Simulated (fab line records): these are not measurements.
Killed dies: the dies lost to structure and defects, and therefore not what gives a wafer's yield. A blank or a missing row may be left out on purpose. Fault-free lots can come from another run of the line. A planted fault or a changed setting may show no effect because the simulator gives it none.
Which tool did it? :: flow nand harc :: Sampling: 13 lots, 39 wafers, 5 of 1302 route steps

== WHAT EACH GAUGE READ, for each wafer ==
NHARC_A_CONTACT_INSPECT_10.
lot: L167
measured: day 22 10:46
on: defect inspect-02
raw defect count: 113 90 92

lot: L170
measured: day 23 04:08
on: defect inspect-01
raw defect count: 62 78 68

lot: L169
measured: day 23 10:10
on: defect inspect-01
raw defect count: 72 72 65

lot: L172
measured: day 25 02:43
on: defect inspect-02
raw defect count: 151 168 155

lot: L175
measured: day 25 11:30
on: defect inspect-02
raw defect count: 118 135 110

lot: L174
measured: day 25 13:04
on: defect inspect-02
raw defect count: 64 62 76

lot: L178
measured: day 26 23:38
on: defect inspect-01
raw defect count: 145 148 144

lot: L179
measured: day 27 05:16
on: defect inspect-01
raw defect count: 123 116 132

lot: L180
measured: day 28 00:37
on: defect inspect-02
raw defect count: 131 117 146

lot: L183
measured: day 28 17:10
on: defect inspect-02
raw defect count: 114 135 115

lot: L182
measured: day 29 03:13
on: defect inspect-01
raw defect count: 106 121 120

lot: L185
measured: day 29 09:04
on: defect inspect-01
raw defect count: 67 81 83

lot: L190
measured: day 31 10:31
on: defect inspect-01
raw defect count: 84 101 116

NHARC_END_SORT_01.
lot: L183
measured: day 30 20:04
on: prober-02
killed at array: 62 69 587
killed at other: 5 3 1
killed at periphery: 0 1 0
killed dies: 67 73 588
killed open: 3 2 1
killed short: 1 1 3

lot: L182
measured: day 31 07:17
on: prober-01
killed at array: 52 583 53
killed at other: 1 0 0
killed at periphery: 1 8 1
killed dies: 54 591 54
killed open: 2 7 3
killed short: 2 2 1

lot: L185
measured: day 31 12:51
on: prober-02
killed at array: 47 471 46
killed at other: 0 1 0
killed at periphery: 3 0 4
killed dies: 50 472 50
killed open: 2 3 4
killed short: 4 5 3

== TOOL THAT RAN EACH LOT (tool first, then ch and the chambers of the sampled wafers, then the start) ==
lot: L167
NHARC_A_CONTACT_DEP_84: acl dep-03 ch 0, day 22 08:11
NHARC_A_CONTACT_DEP_85: pecvd-02 ch 0,1, day 22 09:57
NHARC_A_CONTACT_ETCH_88: rie diel-12 ch 0,1,2, day 22 10:56

lot: L170
NHARC_A_CONTACT_DEP_84: acl dep-03 ch 0, day 23 01:33
NHARC_A_CONTACT_DEP_85: pecvd-01 ch 0,1,2, day 23 03:17
NHARC_A_CONTACT_ETCH_88: rie diel-10 ch 0,2,3, day 23 04:17

lot: L169
NHARC_A_CONTACT_DEP_84: acl dep-01 ch 0, day 23 07:36
NHARC_A_CONTACT_DEP_85: pecvd-02 ch 0,2, day 23 09:19
NHARC_A_CONTACT_ETCH_88: rie diel-13 ch 0,3, day 23 10:19

lot: L172
NHARC_A_CONTACT_DEP_84: acl dep-02 ch 0, day 25 00:49
NHARC_A_CONTACT_DEP_85: pecvd-02 ch 0,1,2, day 25 02:01
NHARC_A_CONTACT_ETCH_88: rie diel-10 ch 0,1,3, day 25 02:53

lot: L175
NHARC_A_CONTACT_DEP_84: acl dep-01 ch 0, day 25 09:02
NHARC_A_CONTACT_DEP_85: pecvd-04 ch 0,1,2, day 25 10:47
NHARC_A_CONTACT_ETCH_88: rie diel-12 ch 0,2,3, day 25 11:39

lot: L174
NHARC_A_CONTACT_DEP_84: acl dep-02 ch 0, day 25 11:02
NHARC_A_CONTACT_DEP_85: pecvd-02 ch 0,1, day 25 12:13
NHARC_A_CONTACT_ETCH_88: rie diel-10 ch 0,2,3, day 25 13:12

lot: L178
NHARC_A_CONTACT_DEP_84: acl dep-02 ch 0, day 26 21:44
NHARC_A_CONTACT_DEP_85: pecvd-04 ch 0,1, day 26 22:56
NHARC_A_CONTACT_ETCH_88: rie diel-10 ch 0,1,2, day 26 23:47

lot: L179
NHARC_A_CONTACT_DEP_84: acl dep-02 ch 0, day 27 02:56
NHARC_A_CONTACT_DEP_85: pecvd-02 ch 0,1, day 27 04:25
NHARC_A_CONTACT_ETCH_88: rie diel-13 ch 0,2, day 27 05:25

lot: L180
NHARC_A_CONTACT_DEP_84: acl dep-02 ch 0, day 27 22:19
NHARC_A_CONTACT_DEP_85: pecvd-02 ch 0,1,2, day 27 23:46
NHARC_A_CONTACT_ETCH_88: rie diel-13 ch 0,1,2, day 28 00:47

lot: L183
NHARC_A_CONTACT_DEP_84: acl dep-02 ch 0, day 28 14:59
NHARC_A_CONTACT_DEP_85: pecvd-04 ch 0,1,2, day 28 16:31
NHARC_A_CONTACT_ETCH_88: rie diel-10 ch 0,1,3, day 28 17:19

lot: L182
NHARC_A_CONTACT_DEP_84: acl dep-02 ch 0, day 29 01:25
NHARC_A_CONTACT_DEP_85: pecvd-02 ch 0,1, day 29 02:22
NHARC_A_CONTACT_ETCH_88: rie diel-10 ch 1,2,3, day 29 03:22

lot: L185
NHARC_A_CONTACT_DEP_84: acl dep-02 ch 0, day 29 07:12
NHARC_A_CONTACT_DEP_85: pecvd-04 ch 0,1,2, day 29 08:23
NHARC_A_CONTACT_ETCH_88: rie diel-10 ch 0,1,2, day 29 09:14

lot: L190
NHARC_A_CONTACT_DEP_84: acl dep-01 ch 0, day 31 08:13
NHARC_A_CONTACT_DEP_85: pecvd-02 ch 0,1,2, day 31 09:42
NHARC_A_CONTACT_ETCH_88: rie diel-12 ch 0,2,3, day 31 10:40
- NHARC_A_CONTACT_DEP_84: deposits aC, target thk 2800 nm.
- NHARC_A_CONTACT_DEP_85: deposits SiON, target thk 60 nm.
- NHARC_A_CONTACT_ETCH_88: etches the open film in CF4, target depth 39 nm, time 65 s.

== AS READ BY THE TOOLS THEMSELVES (means over the sampled wafers that have a number; for cases with no such wafer, the mark the record gives instead) ==
NHARC_A_CONTACT_DEP_84.
lot: L167
tool: acl dep-03
throttle valve pct (%): 35.009

lot: L170
tool: acl dep-03
throttle valve pct (%): 35.000

lot: L169
tool: acl dep-01
throttle valve pct (%): 35.003

lot: L172
tool: acl dep-02
throttle valve pct (%): 35.003

lot: L175
tool: acl dep-01
throttle valve pct (%): 35.004

lot: L174
tool: acl dep-02
throttle valve pct (%): 35.004

lot: L178
tool: acl dep-02
throttle valve pct (%): 34.997

lot: L179
tool: acl dep-02
throttle valve pct (%): 34.998

lot: L180
tool: acl dep-02
throttle valve pct (%): 35.001

lot: L183
tool: acl dep-02
throttle valve pct (%): 35.002

lot: L182
tool: acl dep-02
throttle valve pct (%): 34.996

lot: L185
tool: acl dep-02
throttle valve pct (%): 34.997

lot: L190
tool: acl dep-01
throttle valve pct (%): 35.005

NHARC_A_CONTACT_DEP_85.
lot: L167
tool: pecvd-02
heater power w (W): 787
showerhead vpp V (V): 1176

lot: L170
tool: pecvd-01
heater power w (W): 802
showerhead vpp V (V): 1191

lot: L169
tool: pecvd-02
heater power w (W): 744
showerhead vpp V (V): 1156

lot: L172
tool: pecvd-02
heater power w (W): 757
showerhead vpp V (V): 1146

lot: L175
tool: pecvd-04
heater power w (W): 656
showerhead vpp V (V): 1114

lot: L174
tool: pecvd-02
heater power w (W): 778
showerhead vpp V (V): 1194

lot: L178
tool: pecvd-04
heater power w (W): 610
showerhead vpp V (V): 1126

lot: L179
tool: pecvd-02
heater power w (W): 806
showerhead vpp V (V): 1184

lot: L180
tool: pecvd-02
heater power w (W): 788
showerhead vpp V (V): 1147

lot: L183
tool: pecvd-04
heater power w (W): 663
showerhead vpp V (V): 1105

lot: L182
tool: pecvd-02
heater power w (W): 846
showerhead vpp V (V): 1187

lot: L185
tool: pecvd-04
heater power w (W): 697
showerhead vpp V (V): 1103

lot: L190
tool: pecvd-02
heater power w (W): 748
showerhead vpp V (V): 1161

NHARC_A_CONTACT_ETCH_88.
lot: L167
tool: rie diel-12
drypump motor current A (A): 6.24
oes product au (a.u.): 1.001
rf vpp V (V): 151.2
run length s (s): 86.5
showerhead plenum p Torr (Torr): 1.78
throttle valve pct (%): 13.284

lot: L170
tool: rie diel-10
drypump motor current A (A): 6.08
oes product au (a.u.): 1.003
rf vpp V (V): 151.1
run length s (s): 86.9
showerhead plenum p Torr (Torr): 1.76
throttle valve pct (%): 13.293

lot: L169
tool: rie diel-13
drypump motor current A (A): 6.19
oes product au (a.u.): 0.999
rf vpp V (V): 150.3
run length s (s): 86.2
showerhead plenum p Torr (Torr): 1.74
throttle valve pct (%): 13.284

lot: L172
tool: rie diel-10
drypump motor current A (A): 5.88
oes product au (a.u.): 1.005
rf vpp V (V): 151.1
run length s (s): 86.0
showerhead plenum p Torr (Torr): 1.75
throttle valve pct (%): 13.288

lot: L175
tool: rie diel-12
drypump motor current A (A): 6.12
oes product au (a.u.): 1.002
rf vpp V (V): 150.5
run length s (s): 85.9
showerhead plenum p Torr (Torr): 1.77
throttle valve pct (%): 13.281

lot: L174
tool: rie diel-10
drypump motor current A (A): 6.05
oes product au (a.u.): 1.006
rf vpp V (V): 151.6
run length s (s): 86.6
showerhead plenum p Torr (Torr): 1.75
throttle valve pct (%): 13.285

lot: L178
tool: rie diel-10
drypump motor current A (A): 6.03
oes product au (a.u.): 1.005
rf vpp V (V): 151.6
run length s (s): 86.2
showerhead plenum p Torr (Torr): 1.76
throttle valve pct (%): 13.285

lot: L179
tool: rie diel-13
drypump motor current A (A): 5.99
oes product au (a.u.): 1.003
rf vpp V (V): 151.0
run length s (s): 86.2
showerhead plenum p Torr (Torr): 1.76
throttle valve pct (%): 13.285

lot: L180
tool: rie diel-13
drypump motor current A (A): 6.11
oes product au (a.u.): 0.998
rf vpp V (V): 152.2
run length s (s): 86.3
showerhead plenum p Torr (Torr): 1.81
throttle valve pct (%): 13.295

lot: L183
tool: rie diel-10
drypump motor current A (A): 5.88
oes product au (a.u.): 0.989
rf vpp V (V): 151.3
run length s (s): 79.8
showerhead plenum p Torr (Torr): 1.75
throttle valve pct (%): 13.281

lot: L182
tool: rie diel-10
drypump motor current A (A): 5.91
oes product au (a.u.): 0.990
rf vpp V (V): 150.6
run length s (s): 80.2
showerhead plenum p Torr (Torr): 1.73
throttle valve pct (%): 13.292

lot: L185
tool: rie diel-10
drypump motor current A (A): 6.01
oes product au (a.u.): 1.003
rf vpp V (V): 151.2
run length s (s): 80.0
showerhead plenum p Torr (Torr): 1.76
throttle valve pct (%): 13.282

lot: L190
tool: rie diel-12
drypump motor current A (A): 6.11
oes product au (a.u.): 1.000
rf vpp V (V): 151.4
run length s (s): 86.0
showerhead plenum p Torr (Torr): 1.76
throttle valve pct (%): 13.276

== THE ANSWER, worked out from the rows above alone ==
Rule: what is usual is taken from the lots themselves. The widest of any qualifying gaps counts: lots, ordered by their means at a reading, are off when they make up no more than a third of the lots, leave a main group of 4 or more, and stand apart from it by 3 or more times the standard deviation of that group's means. Not used: any main group whose means are identical at the precision the tables above print for the reading. Also off: a lot with no number at a reading for which 4 or more lots have one. Any other lot the step has rows for is counted as sound. The gauges are gone through in route order, then the tools' own readings, and for those a lot's mean is taken as printed above. At the first step where some lot is off, the reading lying furthest off is the one used; lots without a number count as furthest.
Off at NHARC_A_CONTACT_ETCH_88 (run length s): L183, L182, L185. Main group: mean 86.3 s, sd 0.29.
A tool fits if, at that step or a process step before it, it ran every lot that is off, and no sound lot after the first of them. Can't be told from this: 2 tools fit, acl dep-02 at NHARC_A_CONTACT_DEP_84, rie diel-10 at NHARC_A_CONTACT_ETCH_88.

== WHAT HAD BEEN PUT IN BY THE SIMULATOR ==
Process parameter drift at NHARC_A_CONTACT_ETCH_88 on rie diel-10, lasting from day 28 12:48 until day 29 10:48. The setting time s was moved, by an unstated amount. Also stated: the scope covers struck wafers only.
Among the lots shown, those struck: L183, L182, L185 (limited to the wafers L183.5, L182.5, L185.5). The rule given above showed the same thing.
